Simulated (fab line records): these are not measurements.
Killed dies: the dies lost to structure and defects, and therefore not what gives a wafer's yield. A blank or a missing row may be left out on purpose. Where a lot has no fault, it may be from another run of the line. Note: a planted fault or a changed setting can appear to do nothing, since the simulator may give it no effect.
Matching of chambers    flow n5Finfet    3 sister chambers for N5_BEOL_M6_PECVD_70 on pecvd-02
The step deposits SiO2 from TEOS/O2, target thk 20 nm, time 22.7 s. 18 wafers are shown with their chamber, then 9 later ones without.

## EACH WAFER AND ITS CHAMBER
wafer   chamber  heaterPowerW (W)  throttleValvePct (%)  heaterPowerOuterW (W)
L078.1  1        655               22.8                  368
L078.3  0        652               23.3                  400
L078.5  0        655               23.5                  392
L079.1  1        742               22.8                  440
L079.2  0        662               23.6                  396
L079.6  2        988               21.9                  588
L080.2  1        635               22.9                  370
L080.3  0        614               23.0                  359
L080.4  1        657               22.9                  358
L094.3  1        644               22.7                  368
L094.4  1        651               22.8                  368
L094.5  0        733               23.7                  452
L085.2  0        693               23.5                  433
L085.4  2        967               22.3                  548
L085.6  1        706               22.8                  415
L090.1  0        691               23.8                  434
L090.3  2        968               22.0                  570
L090.6  2        964               22.3                  567

SIGNATURES (averages over the wafers above)
reading            chamber 0  chamber 1  chamber 2  scatter within a chamber
heaterPowerW       671.43     670.00     971.75     34.8
throttleValvePct   23.486     22.814     22.125     0.197
heaterPowerOuterW  409.43     383.86     568.25     29
Rule: for a wafer and a chamber, the distance is found by dividing, reading by reading, the gap between the wafer's reading and the chamber's mean by the reading's scatter, squaring, summing and taking the root. The wafer belongs to the nearest chamber; if the next one is less than 2 further off, it can't be placed. The scatter: the root of (the sum of the squares of (reading less its chamber's mean) over the shown wafers, divided by (wafers less chambers)).

## WAFERS WHOSE CHAMBER IS MISSING
wafer   heaterPowerW (W)  throttleValvePct (%)  heaterPowerOuterW (W)
L091.1  729               23.7                  445
L091.2  930               22.3                  561
L091.3  658               22.7                  366
L096.1  676               23.6                  403
L096.4  855               22.1                  471
L096.5  675               22.9                  385
L086.3  714               23.0                  428
L086.4  739               23.7                  458
L086.5  854               22.3                  459

## CHAMBER TAKEN BY EACH
wafer   from the rows above      in truth
L091.1  0                        0
L091.2  2                        2
L091.3  1                        1
L096.1  0                        0
L096.4  2                        2
L096.5  1                        1
L086.3  can't be placed: 1 or 0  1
L086.4  0                        0
L086.5  can't be placed: 2 or 1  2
7 of 9 placed correctly. Unplaceable from these rows: 2, with the true chamber sitting among the candidates in 2. Wrongly placed: 0.
